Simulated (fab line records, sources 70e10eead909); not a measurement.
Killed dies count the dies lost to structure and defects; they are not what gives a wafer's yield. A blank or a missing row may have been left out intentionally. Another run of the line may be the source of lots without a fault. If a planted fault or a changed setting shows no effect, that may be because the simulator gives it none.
Chamber matching	flow nand harc	NHARC_A_WL_FILL_ALD_00 on ald hk-02 has 4 sister chambers
The step deposits Al2O3, target thk 3 nm, pulse time 3 s, ald cycles 30. 14 wafers are shown with their chamber, then 7 later ones without.

== WAFERS PAIRED WITH THEIR CHAMBERS ==
wafer	chamber	heater power w (W)	precursor pulse height rel
L074.1	1	486	1.012
L074.3	3	409	0.957
L074.4	2	441	1.014
L079.1	0	356	0.985
L079.2	1	491	1.005
L079.3	3	425	1.003
L081.2	1	480	1.049
L081.5	1	506	1.006
L081.6	2	450	0.989
L080.3	3	418	0.990
L080.4	1	506	0.999
L080.6	0	355	0.994
L084.2	2	447	1.000
L084.3	0	368	0.978

SIGNATURES (means of the wafers above)
reading	chamber 0	chamber 1	chamber 2	chamber 3	scatter within a chamber
heater power w	359.67	493.80	446.00	417.33	9.12
precursor pulse height rel	0.98567	1.01420	1.00100	0.98333	0.0178
Rule: distance of a wafer from a chamber = root of the sum over the readings of ((wafer's reading minus chamber's mean) / reading's scatter) squared. If the next closest chamber is less than 2 further off than the closest, the wafer can't be placed; otherwise it belongs to the closest. The scatter: take each reading less its chamber's mean, square it, sum over the shown wafers, divide by the number of wafers less the number of chambers, and take the root.

== WAFERS MISSING THEIR CHAMBER ==
wafer	heater power w (W)	precursor pulse height rel
L084.4	413	0.993
L087.2	358	0.998
L087.4	420	0.999
L087.5	449	0.983
L085.3	368	0.977
L085.5	499	0.993
L085.6	357	1.007

== WHICH CHAMBER EACH ONE RAN IN ==
wafer	from the rows above	in truth
L084.4	3	3
L087.2	0	0
L087.4	can't be placed: 3 or 2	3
L087.5	2	2
L085.3	0	0
L085.5	1	1
L085.6	0	0
Correctly placed: 6 of 7. These rows do not allow placing 1 (true chamber among the candidates in 1). Placed wrongly: 0.
